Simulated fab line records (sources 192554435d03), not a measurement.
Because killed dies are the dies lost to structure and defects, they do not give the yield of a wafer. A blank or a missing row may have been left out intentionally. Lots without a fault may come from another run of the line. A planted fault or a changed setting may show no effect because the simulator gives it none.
Chamber matching || flow n5 finfet || N5_MOL_CONTACT_COAG_CMP_28 on cmp-01 has 4 sister chambers
The step polishes, stops on SiNx, t overpolish 0.85 s, target thk 14.522 nm. 4 wafers are shown with their chamber, then 8 later ones without.

WAFERS PAIRED WITH THEIR CHAMBERS
{"wafer": "L084.1", "chamber": 3, "motor current A (A)": 12.3}
{"wafer": "L084.3", "chamber": 2, "motor current A (A)": 11.9}
{"wafer": "L084.6", "chamber": 1, "motor current A (A)": 14.0}
{"wafer": "L085.1", "chamber": 0, "motor current A (A)": 12.1}

WAFERS MISSING THEIR CHAMBER
{"wafer": "L085.3", "motor current A (A)": 11.6}
{"wafer": "L085.6", "motor current A (A)": 12.1}
{"wafer": "L087.1", "motor current A (A)": 12.1}
{"wafer": "L087.4", "motor current A (A)": 12.9}
{"wafer": "L087.5", "motor current A (A)": 12.7}
{"wafer": "L088.1", "motor current A (A)": 12.5}
{"wafer": "L088.3", "motor current A (A)": 12.3}
{"wafer": "L088.6", "motor current A (A)": 12.1}

EACH ONE'S CHAMBER
{"wafer": "L085.3", "from the rows above": "can't be placed: 2 or 0 or 3", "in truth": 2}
{"wafer": "L085.6", "from the rows above": "can't be placed: 0 or 2 or 3", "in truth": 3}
{"wafer": "L087.1", "from the rows above": "can't be placed: 0 or 2 or 3", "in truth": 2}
{"wafer": "L087.4", "from the rows above": "can't be placed: 3 or 0 or 2 or 1", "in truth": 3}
{"wafer": "L087.5", "from the rows above": "can't be placed: 3 or 0 or 2", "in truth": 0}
{"wafer": "L088.1", "from the rows above": "can't be placed: 3 or 0 or 2", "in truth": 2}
{"wafer": "L088.3", "from the rows above": "can't be placed: 3 or 0 or 2", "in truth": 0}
{"wafer": "L088.6", "from the rows above": "can't be placed: 0 or 2 or 3", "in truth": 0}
0 of 8 placed correctly. These rows do not allow placing 8 (true chamber among the candidates in 8). Placed wrongly: 0.
How it was worked out, from the rows above alone: a wafer's distance from a chamber is the root of the sum, over the readings, of the square of ((its reading less the chamber's mean) divided by the reading's scatter). The wafer belongs to the nearest chamber; if the next one is less than 2 further off, it can't be placed. A chamber's mean is the mean of its shown wafers. The scatter: root of mean squared gap, hidden wafer to nearest shown wafer, with one shown wafer a chamber.
